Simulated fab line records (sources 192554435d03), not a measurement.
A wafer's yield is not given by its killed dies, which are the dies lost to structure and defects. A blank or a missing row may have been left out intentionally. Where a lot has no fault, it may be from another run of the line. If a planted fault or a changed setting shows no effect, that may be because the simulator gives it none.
fab line records ; flow n5Finfet
record lots=11; wafers=31; lastDay=18
route steps=1938 shown BEOL_M6@1257 BEOL_M7@1264 PASSIVATION@1936
lots untouched by any fault: they come from a run of this same line in which no faults occurred
startH: hours from the record's first day to the start of the lot's first wafer shown ; waitH: hours elapsed since this lot's preceding step ; " as in the row above ; L1.1+2: a row that stands for several wafers ; - no value, or no start given ; * or withheld: withheld ; < > ~ a bound
route shown NAME@n: names a module that has steps shown in the file, with the first one's number in the route ; usual: mean and standard deviation over wafers with no fault ; same: alike in all rows ; chamber/n: place in a boat ; sites: readings site by site ; _std_site: standard deviation of those values ; _edge_site: inner sites' mean taken away from outer sites' mean ; radiusMm: for every site, how far away it sits from the centre of the wafer ; mask NAME#n: copy n ; behind: the most recent tool/chamber to have shaped the wafer ; hold: reason for holding the lot/hours on hold/outcome of the hold ; device: whichever transistor did not switch (one of n, p or np) ; end of line: tests of these same wafers at the route's end ; for a step that has no rows: nothing shown but its recipe ; killed: dies that structure and defects cost at the first sort, which is not the same as the wafer's yield ; map: the dies of a wafer, with x for killed, . for not killed, _ for no die there
set.NAME: setting as actually run; set.NAME@STEP: the setting as run at that earlier step ; model.NAME: the simulator's own value behind a step, which no gauge read
a sample of lots followed through the steps of the route, with each step as a table and each wafer as a row
services: a tool's chamber out of use, with start hour (startH, from the record's first day; less than 0 if before it), hours out, and reason
## steps
# step N5_BEOL_M6_CMP_52
# recipe stopOn=SiCOH_lowk; tOverpolishS=6.9; downForcePsi=1; platenRpm=50; clearingPlatenDownForcePsi=1.5; clearingPlatenRpm=50; postCmpClean=cuAlkaline; targetThkNm=80; clearingPlatenPadVelocityMS=0.99484; padVelocityMS=0.99484
# usual barrierFieldEndpointS=28.9/0.86; edgeZonePressureFrac=1.000/0.0051; motorCurrentA=6.0/0.64; overpolishRunS=6.901/0.0097; slurryFlowMlMin=149.9/0.48; timeToEndpointS=61/3.5
lot.wafer;tool;chamber;startH;waitH;barrierFieldEndpointS;edgeZonePressureFrac;motorCurrentA;overpolishRunS;slurryFlowMlMin;timeToEndpointS
L928.2;cmp-04;3;188.38;0.2;28.9;1.002;6.3;6.896;149.0;64
L928.1;cmp-04;1;188.38;0.2;28.7;0.994;5.2;6.903;149.6;65
L928.3;cmp-04;2;188.38;0.2;28.4;1.005;6.4;6.916;149.6;65
L929.1;cmp-04;0;202.14;0.3;27.9;0.994;5.2;6.913;149.8;59
L929.4;cmp-04;1;202.14;0.3;28.9;1.001;5.0;6.900;149.8;59
L932.4;cmp-02;1;209.04;0.1;28.5;0.990;7.1;6.895;149.3;60
L932.3;cmp-02;3;209.04;0.1;30.0;1.010;6.2;6.910;149.4;70
L932.1;cmp-02;0;209.04;0.1;28.4;0.990;6.5;6.906;149.6;57
L933.3;cmp-02;2;221.11;0.4;28.2;1.002;6.3;6.887;149.6;56
L933.2;cmp-02;3;221.11;0.4;29.5;1.005;5.7;6.911;150.5;65
L933.6;cmp-02;1;221.11;0.4;27.9;0.998;7.1;6.904;150.5;58
L935.4;cmp-02;0;230.17;0.2;28.1;1.002;6.4;6.904;151.8;57
L935.5;cmp-02;1;230.17;0.2;28.6;1.001;7.2;6.899;150.2;58
L935.6;cmp-02;2;230.17;0.2;29.6;0.994;6.1;6.905;150.3;60
L942.3;cmp-04;1;267.46;0.2;28.4;1.001;5.3;6.900;149.7;62
L942.1;cmp-04;2;267.46;0.2;29.7;0.997;6.6;6.916;149.8;64
L942.5;cmp-04;0;267.46;0.2;29.6;1.004;5.3;6.894;149.5;63
L943.1;cmp-03;3;289.80;0.3;28.9;0.997;5.1;6.886;150.5;60
L943.2;cmp-03;1;289.80;0.3;27.2;0.997;6.4;6.894;150.3;52
L943.6;cmp-03;3;289.80;0.3;28.1;0.995;5.1;6.910;150.0;58
L946.4;cmp-04;3;298.64;0.2;30.6;1.000;5.8;6.898;150.4;63
L946.1;cmp-04;0;298.64;0.2;29.1;1.002;5.2;6.906;148.7;60
L946.3;cmp-04;1;298.64;0.2;29.4;0.995;5.4;6.912;150.4;62
L949.4;cmp-04;1;311.75;0.2;30.7;1.005;5.2;6.907;150.0;64
L949.3;cmp-04;2;311.75;0.2;28.5;1.000;6.7;6.911;149.8;60
L949.6;cmp-04;3;311.75;0.2;29.8;1.007;6.1;6.900;150.3;64
L945.1;cmp-02;1;317.65;0.5;28.0;1.000;6.8;6.888;150.2;59
L945.5;cmp-02;0;317.65;0.5;28.1;1.006;6.8;6.910;149.8;56
L950.1;cmp-03;0;330.29;0.4;28.7;0.999;6.3;6.878;150.0;62
L950.5;cmp-03;1;330.29;0.4;27.9;0.997;6.6;6.905;149.9;54
L950.6;cmp-03;2;330.29;0.4;27.4;1.002;6.0;6.911;149.7;57
# step N5_BEOL_M6_INSPECT_58
# recipe inspectInstrument=darkfield; mode=postDep
# usual rawDefectCount=72/22
lot.wafer;tool;chamber;startH;waitH;rawDefectCount
L928.1;defectInspect-02;-;188.84;0.0;99
L928.2;defectInspect-02;-;188.84;0.0;61
L928.3;defectInspect-02;-;188.84;0.0;82
L929.1;defectInspect-01;-;202.62;0.0;73
L929.4;defectInspect-01;-;202.62;0.0;51
L932.1;defectInspect-02;-;209.52;0.0;84
L932.3;defectInspect-02;-;209.52;0.0;83
L932.4;defectInspect-02;-;209.52;0.0;82
L933.2;defectInspect-02;-;221.48;0.0;117
L933.3;defectInspect-02;-;221.48;0.0;73
L933.6;defectInspect-02;-;221.48;0.0;99
L935.4;defectInspect-01;-;230.51;0.0;79
L935.5;defectInspect-01;-;230.51;0.0;43
L935.6;defectInspect-01;-;230.51;0.0;47
L942.1;defectInspect-01;-;267.87;0.0;58
L942.3;defectInspect-01;-;267.87;0.0;58
L942.5;defectInspect-01;-;267.87;0.0;101
L943.1;defectInspect-01;-;290.21;0.0;39
L943.2;defectInspect-01;-;290.21;0.0;40
L943.6;defectInspect-01;-;290.21;0.0;50
L946.1;defectInspect-02;-;299.05;0.0;102
L946.3;defectInspect-02;-;299.05;0.0;91
L946.4;defectInspect-02;-;299.05;0.0;72
L949.3;defectInspect-02;-;312.14;0.0;80
L949.4;defectInspect-02;-;312.14;0.0;62
L949.6;defectInspect-02;-;312.14;0.0;108
L945.1;defectInspect-02;-;318.06;0.0;96
L945.5;defectInspect-02;-;318.06;0.0;55
L950.1;defectInspect-01;-;330.63;0.0;98
L950.5;defectInspect-01;-;330.63;0.0;78
L950.6;defectInspect-01;-;330.63;0.0;58
# step N5_BEOL_M7_CURE_74
# recipe tempC=385; timeS=240; ambient=He/Ar; material=SiCOH_lowk
# usual lampPowerPct=52.32/0.057; runLengthS=286.2/1.1; wafer_temp_C_max=386.8/0.57
lot.wafer;tool;chamber;startH;waitH;lampPowerPct;runLengthS;wafer_temp_C_max
L928.1;uvCure-02;1;188.94;0.0;52.30;285.9;386.9
L928.2;uvCure-02;1;188.94;0.0;52.32;285.4;387.2
L928.3;uvCure-02;1;188.94;0.0;52.29;286.5;386.6
L929.1;uvCure-01;1;202.72;0.0;52.25;286.2;386.1
L929.4;uvCure-01;1;202.72;0.0;52.32;286.2;385.9
L932.1;uvCure-02;1;209.62;0.0;-;-;-
L932.3;uvCure-02;1;209.62;0.0;-;-;-
L932.4;uvCure-02;1;209.62;0.0;-;-;-
L933.2;uvCure-02;1;221.67;0.1;-;-;-
L933.3;uvCure-02;1;221.67;0.1;-;-;-
L933.6;uvCure-02;1;221.67;0.1;-;-;-
L935.4;uvCure-01;2;230.85;0.3;-;-;-
L935.5;uvCure-01;2;230.85;0.3;-;-;-
L935.6;uvCure-01;2;230.85;0.3;-;-;-
L942.1;uvCure-03;0;268.95;1.0;52.31;287.0;385.8
L942.3;uvCure-03;0;268.95;1.0;52.40;285.9;386.0
L942.5;uvCure-03;0;268.95;1.0;52.38;285.8;386.0
L943.1;uvCure-01;1;290.32;0.0;52.37;286.5;386.4
L943.2;uvCure-01;1;290.32;0.0;52.18;286.3;386.4
L943.6;uvCure-01;1;290.32;0.0;52.35;286.2;386.4
L946.1;uvCure-03;2;299.15;0.0;52.41;285.1;386.1
L946.3;uvCure-03;2;299.15;0.0;52.36;285.2;386.6
L946.4;uvCure-03;2;299.15;0.0;52.40;285.7;386.7
L949.3;uvCure-02;1;314.24;2.0;52.26;286.0;386.7
L949.4;uvCure-02;1;314.24;2.0;52.28;285.9;386.4
L949.6;uvCure-02;1;314.24;2.0;52.35;285.8;386.7
L945.1;uvCure-02;0;318.16;0.0;52.32;286.0;386.3
L945.5;uvCure-02;0;318.16;0.0;52.34;286.6;386.2
L950.1;uvCure-02;1;330.73;0.0;52.34;289.4;387.6
L950.5;uvCure-02;1;330.73;0.0;52.33;290.0;386.4
L950.6;uvCure-02;1;330.73;0.0;52.40;289.5;386.9
# step N5_BEOL_M7_THK_MEAS_01
# recipe reads=SiCOH_lowk_of_BEOL_M7_ILD_DEP_00
# usual M7_ILD_THK=155.5/2.4
lot.wafer;tool;chamber;startH;waitH;M7_ILD_THK[nm]
L928.1;filmMetro-01;-;189.45;0.4;156.1
L928.2;filmMetro-01;-;189.45;0.4;156.1
L928.3;filmMetro-01;-;189.45;0.4;158.4
L929.1;filmMetro-02;-;203.23;0.4;153.6
L929.4;filmMetro-02;-;203.23;0.4;154.5
L932.1;filmMetro-01;-;210.13;0.4;183.6
L932.3;filmMetro-01;-;210.13;0.4;178.7
L932.4;filmMetro-01;-;210.13;0.4;184.5
L933.2;filmMetro-02;-;222.10;0.4;179.0
L933.3;filmMetro-02;-;222.10;0.4;181.2
L933.6;filmMetro-02;-;222.10;0.4;180.6
L935.4;filmMetro-02;-;231.12;0.2;182.7
L935.5;filmMetro-02;-;231.12;0.2;184.0
L935.6;filmMetro-02;-;231.12;0.2;183.1
L942.1;filmMetro-01;-;269.47;0.4;153.3
L942.3;filmMetro-01;-;269.47;0.4;157.6
L942.5;filmMetro-01;-;269.47;0.4;156.9
L943.1;filmMetro-02;-;290.83;0.4;154.5
L943.2;filmMetro-02;-;290.83;0.4;153.5
L943.6;filmMetro-02;-;290.83;0.4;158.3
L946.1;filmMetro-01;-;299.66;0.4;152.8
L946.3;filmMetro-01;-;299.66;0.4;151.1
L946.4;filmMetro-01;-;299.66;0.4;154.6
L949.3;filmMetro-01;-;314.59;0.3;151.5
L949.4;filmMetro-01;-;314.59;0.3;154.4
L949.6;filmMetro-01;-;314.59;0.3;153.3
L945.1;filmMetro-02;-;318.67;0.4;152.5
L945.5;filmMetro-02;-;318.67;0.4;158.1
L950.1;filmMetro-02;-;331.72;0.8;153.7
L950.5;filmMetro-02;-;331.72;0.8;156.0
L950.6;filmMetro-02;-;331.72;0.8;159.6
# step N5_BEOL_M7_PECVD_70
# recipe material=SiO2; targetThkA=200; tempC=400; precursor=TEOS/O2; pressureTorr=5.5; rfW=450; teosFlowSccm=53.8; gas=O2; flowSccm=3000; timeS=22.7
# usual heaterPowerW=762/140; showerheadPlenumPTorr=8.76/0.063; susceptorTempC=399.95/0.22; throttleValvePct=23.0/1.5
lot.wafer;tool;chamber;startH;waitH;heaterPowerW;showerheadPlenumPTorr;susceptorTempC;throttleValvePct
L928.1;pecvd-03;1;189.49;0.0;571;8.77;400.23;25.2
L928.2;pecvd-03;2;189.49;0.0;701;8.70;399.98;21.6
L928.3;pecvd-03;0;189.49;0.0;777;8.69;399.81;22.9
L929.1;pecvd-04;0;203.27;0.0;903;8.79;399.86;25.1
L929.4;pecvd-04;2;203.27;0.0;709;8.75;399.82;20.6
L932.1;pecvd-01;1;210.17;0.0;558;8.86;399.93;22.6
L932.3;pecvd-01;2;210.17;0.0;963;8.86;399.92;21.0
L932.4;pecvd-01;1;210.17;0.0;558;8.86;399.59;22.4
L933.2;pecvd-03;0;222.14;0.0;814;8.70;400.03;23.1
L933.3;pecvd-03;2;222.14;0.0;723;8.72;399.82;21.7
L933.6;pecvd-03;0;222.14;0.0;801;8.71;399.96;23.1
L935.4;pecvd-03;1;231.18;0.1;563;8.77;399.91;25.3
L935.5;pecvd-03;0;231.18;0.1;765;8.72;399.96;22.8
L935.6;pecvd-03;2;231.18;0.1;708;8.72;399.81;21.8
L942.1;pecvd-01;1;269.50;0.0;490;8.83;400.17;22.5
L942.3;pecvd-01;2;269.50;0.0;984;8.87;399.99;20.9
L942.5;pecvd-01;2;269.50;0.0;968;8.86;399.76;21.2
L943.1;pecvd-03;2;290.88;0.1;711;8.69;399.93;22.0
L943.2;pecvd-03;0;290.88;0.1;737;8.70;400.00;23.4
L943.6;pecvd-03;2;290.88;0.1;704;8.70;399.97;22.0
L946.1;pecvd-04;0;299.70;0.0;881;8.79;400.16;24.9
L946.3;pecvd-04;1;299.70;0.0;878;8.71;399.85;24.3
L946.4;pecvd-04;0;299.70;0.0;883;8.79;400.11;25.0
L949.3;pecvd-04;1;314.63;0.0;900;8.70;399.90;24.6
L949.4;pecvd-04;1;314.63;0.0;885;8.69;399.93;24.4
L949.6;pecvd-04;2;314.63;0.0;740;8.76;400.23;21.6
L945.1;pecvd-03;2;318.71;0.0;690;8.71;400.27;22.0
L945.5;pecvd-03;0;318.71;0.0;825;8.72;399.87;23.4
L950.1;pecvd-03;1;331.76;0.0;588;8.76;399.68;25.0
L950.5;pecvd-03;1;331.76;0.0;592;8.77;399.67;25.1
L950.6;pecvd-03;2;331.76;0.0;651;8.70;400.17;22.3
# step N5_PASSIVATION_PROBE_49
# usual defectLimitedYield=91.5/1.5; killed_at_M0_to_M3=33/9.9; killed_at_M4_up=14/5.2; killedAtContacts=11/5.2; killedAtFrontEnd=38/10; killedAtOther=4/3.5; killedDies=100/18; killedOpen=66/14; killedShort=32/6.9; sort_bin_5_function=5.0/1; sort_bin_6_memory=3.1/0.69; sortNPass=1080/18; sortYieldPct=91.5/1.5
# same grossDies=1180; killedAtBackSide=0; sort_bin_4_leakage[%]=0; sort_bin_8_speed[%]=0
lot.wafer;tool;chamber;startH;waitH;defectLimitedYield[%];killed_at_M0_to_M3;killed_at_M4_up;killedAtContacts;killedAtFrontEnd;killedAtOther;killedDies;killedOpen;killedShort;sort_bin_5_function[%];sort_bin_6_memory[%];sortNPass;sortYieldPct[%]
L932.3;prober-01;-;297.61;0.1;91.1;36;15;21;32;1;105;71;34;5.8;2.9;1075;91.1
# killed by level:class
L932.3 MOL_CONTACT_COAG:geometricParticle:open=17 BEOL_M1:geometricParticle:open=10 FIN_SAQP:geometricParticle:short=9 BEOL_M0_SAQP:geometricParticle:short=7 DUMMY_GATE:geometricParticle:open=6 BEOL_M0_SAQP:geometricParticle:open=5 BEOL_M0:geometricParticle:open=5 BEOL_M4:geometricParticle:open=5
## services
tool;chamber;startH;hours;kind
uvCure-01;-;167.38;7.5;pm
pecvd-03;-;180.29;2.2;repair
cmp-03;-;182.72;0.4;repair
pecvd-04;-;184.51;0.8;repair
uvCure-03;-;185.69;22.2;pm
cmp-04;-;213.83;0.9;repair
pecvd-01;-;218.10;1.0;repair
uvCure-03;-;220.47;1.2;repair
cmp-04;-;233.19;1.7;repair
pecvd-04;-;242.28;1.9;repair
cmp-03;-;246.92;6.7;pm
cmp-02;-;252.02;4.6;pm
pecvd-04;-;254.34;14.9;repair
uvCure-01;-;256.24;22.2;pm
cmp-02;-;259.66;5.2;repair
uvCure-02;-;267.26;2.1;pm
cmp-02;-;269.14;1.4;repair
pecvd-03;-;270.66;0.8;pm
pecvd-03;-;278.96;2.8;pm
cmp-04;-;286.21;1.1;repair
cmp-04;-;292.15;4.0;pm
pecvd-04;2;298.62;3.8;repair
cmp-03;-;306.63;4.0;pm
cmp-04;-;317.03;4.6;repair
## key
firstSign step=N5_BEOL_M7_CURE_74; reading=toolRecord; direction=missing
effect step=N5_BEOL_M7_THK_MEAS_01; reading=M7_ILD_THK; direction=up; sigmas=11; usual=155.5; struck=181.9
metAt N5_BEOL_M7_CURE_74
struckLots L932,L933,L935
notActingAt N5_BEOL_M6_CMP_52,N5_BEOL_M6_INSPECT_58,N5_BEOL_M7_PECVD_70
onsetBetween 202.72 209.62
fault kind=skippedStepWhole; tool=uvCure-01,uvCure-02; chamber=-; onsetH=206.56; steps=N5_BEOL_M7_CURE_74; scope=struckLotsOnly
